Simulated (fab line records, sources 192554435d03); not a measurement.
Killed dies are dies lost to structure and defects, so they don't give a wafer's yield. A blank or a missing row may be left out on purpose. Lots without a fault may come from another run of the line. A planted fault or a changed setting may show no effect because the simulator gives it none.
Split-lot experiment | flow n5_finfet | 7 lots, 39 wafers read, on a route of 1938 steps

THE SPLIT
At N5_HKMG_FIN_ETCH_55 (etches SOC in N2/H2, target depth 240 nm, time 300 s), the setting bias_w was moved away from the recipe's 150 W on 15 of the 39 wafers read, by -15.4% to +13.3%. The other wafers ran this setting at the recipe's value.

The reading is taken at the split's own step.

THE READING
rf_vpp_V, in V, at N5_HKMG_FIN_ETCH_55 (etches SOC in N2/H2, target depth 240 nm, time 300 s). Fault-free wafers of this fab line usually give 525.5 V, standard deviation 2.4 V.

wafer  | tool, chamber at the split | bias_w as run, W | against the recipe | rf_vpp_V, V | against lot-mates on the recipe
L079.1 | rie_diel-02, 2             | 169.9            | +13.3%             | 562.1       | +40.0
L079.2 | rie_diel-02, 3             | 169.9            | +13.3%             | 570.6       | +48.5
L079.3 | rie_diel-02, 1             | 150              | recipe             | 522.7       | -
L079.4 | rie_diel-02, 0             | 169.9            | +13.3%             | 570.7       | +48.6
L079.5 | rie_diel-02, 1             | 150              | recipe             | 522.9       | -
L079.6 | rie_diel-02, 2             | 150              | recipe             | 520.6       | -
L080.1 | rie_diel-03, 1             | 126.9            | -15.4%             | 473.9       | -52.0
L080.2 | rie_diel-03, 0             | 150              | recipe             | 526.4       | -
L080.3 | rie_diel-03, 2             | 126.9            | -15.4%             | 475.0       | -50.9
L080.4 | rie_diel-03, 3             | 150              | recipe             | 523.6       | -
L080.5 | rie_diel-03, 1             | 126.9            | -15.4%             | 474.2       | -51.7
L080.6 | rie_diel-03, 2             | 150              | recipe             | 527.8       | -
L081.1 | rie_diel-02, 2             | 150              | recipe             | 520.8       | -
L081.2 | rie_diel-02, 0             | 150              | recipe             | 525.3       | -
L081.3 | rie_diel-02, 1             | 150              | recipe             | 524.3       | -
L081.4 | rie_diel-02, 2             | 166.3            | +10.9%             | 555.0       | +31.5
L081.5 | rie_diel-02, 0             | 166.3            | +10.9%             | 561.6       | +38.1
L081.6 | rie_diel-02, 1             | 166.3            | +10.9%             | 557.2       | +33.7
L082.1 | rie_diel-05, 1             | 160.6            | +7.1%              | 544.3       | +17.6
L082.2 | rie_diel-05, 0             | 150              | recipe             | 527.1       | -
L082.3 | rie_diel-05, 2             | 160.6            | +7.1%              | 549.9       | +23.2
L082.4 | rie_diel-05, 3             | 160.6            | +7.1%              | 549.9       | +23.2
L082.5 | rie_diel-05, 2             | 150              | recipe             | 526.3       | -
L082.6 | rie_diel-05, 3             | 150              | recipe             | 526.7       | -
L088.1 | rie_diel-03, 2             | 150              | recipe             | 528.6       | -
L088.2 | rie_diel-03, 3             | 150              | recipe             | 524.3       | -
L088.3 | rie_diel-03, 1             | 150              | recipe             | 526.6       | -
L088.4 | rie_diel-03, 2             | 150              | recipe             | 527.7       | -
L088.5 | rie_diel-03, 1             | 150              | recipe             | 526.1       | -
L088.6 | rie_diel-03, 3             | 150              | recipe             | 524.8       | -
L090.2 | rie_diel-05, 3             | 150              | recipe             | 525.8       | -
L090.4 | rie_diel-05, 1             | 150              | recipe             | 521.2       | -
L090.6 | rie_diel-05, 3             | 150              | recipe             | 524.7       | -
L093.1 | rie_diel-03, 3             | 150              | recipe             | 523.3       | -
L093.2 | rie_diel-03, 1             | 150              | recipe             | 525.9       | -
L093.3 | rie_diel-03, 2             | 150              | recipe             | 528.7       | -
L093.4 | rie_diel-03, 0             | 167.5            | +11.7%             | 564.7       | +38.7
L093.5 | rie_diel-03, 2             | 167.5            | +11.7%             | 565.0       | +39.0
L093.6 | rie_diel-03, 3             | 167.5            | +11.7%             | 561.8       | +35.8

THE FIT
A straight line over all 39 wafers: rf_vpp_V changes by +3.24 V for each +1% of bias_w; r = +0.99; the points scatter about the line by 2.6 V.
The same after taking each lot's own level away (the mean of its wafers on the recipe; 39 wafers): +3.31 V for each +1%; r = +1.00; scatter 2.3 V.
On that fit, the largest move of bias_w shifts the reading by 51 V.
The lots' own levels span 522.07 to 526.70 V, that is 1.9 times the standard deviation above.
So the lot-to-lot level changes the slope little: the two slopes agree.
Check: with one of the wafers moved furthest among these (-15.4%) left out of the fit, the line predicts -51 V for it against its lot-mates. It came out at -52 V against them.
Tool readings at the split's step, against how far the setting was moved: rf_vpp_V r = +0.99.

OTHER SPLITS ON THESE WAFERS
These wafers also went through other splits before the reading. Each is held against what the fit with the lots' levels taken away leaves over:
other split on the same wafers       | wafers away from the commonest value | r with rf_vpp_V (lot level and that fit taken away)
N5_ZERO_LAYER_PECVD_02 target_thk_a  | 9                                    | +0.02
N5_FIN_SAQP_ALD_61 ald_cycles        | 9                                    | +0.03
N5_FIN_SAQP_ETCH_52 source_w         | 12                                   | -0.26
N5_DUMMY_GATE_EXPOSE_12 dose_mj      | 15                                   | +0.01
N5_DUMMY_GATE_ETCH_31 target_depth_a | 9                                    | -0.07

THE WHOLE CHAIN: every reading that the file lists as answering this split, in the file's order
step                | what it does                                         | reading                                                                           | change (the file's fit)               | r (the file's)
N5_HKMG_FIN_ETCH_55 | etches SOC in N2/H2, target depth 240 nm, time 300 s | rf_vpp_V                                                                          | +3.3 V for each +1% of the setting    | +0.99
N5_HKMG_FIN_ETCH_55 | etches SOC in N2/H2, target depth 240 nm, time 300 s | HKMG_FIN.feature_depth_nm (the simulator's own value, which no gauge read)        | +1.29 nm for each +1% of the setting  | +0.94
N5_HKMG_FIN_ETCH_55 | etches SOC in N2/H2, target depth 240 nm, time 300 s | etch.depth_nm (the simulator's own value, which no gauge read)                    | +1.28 nm for each +1% of the setting  | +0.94
N5_HKMG_FIN_ETCH_55 | etches SOC in N2/H2, target depth 240 nm, time 300 s | SiARC_of_HKMG_FIN_COAT_42.thk_nm (the simulator's own value, which no gauge read) | -0.175 nm for each +1% of the setting | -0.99

THE FILE'S OWN FIT
rf_vpp_V changes by +3.3 V for each +1% of bias_w, r = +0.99.
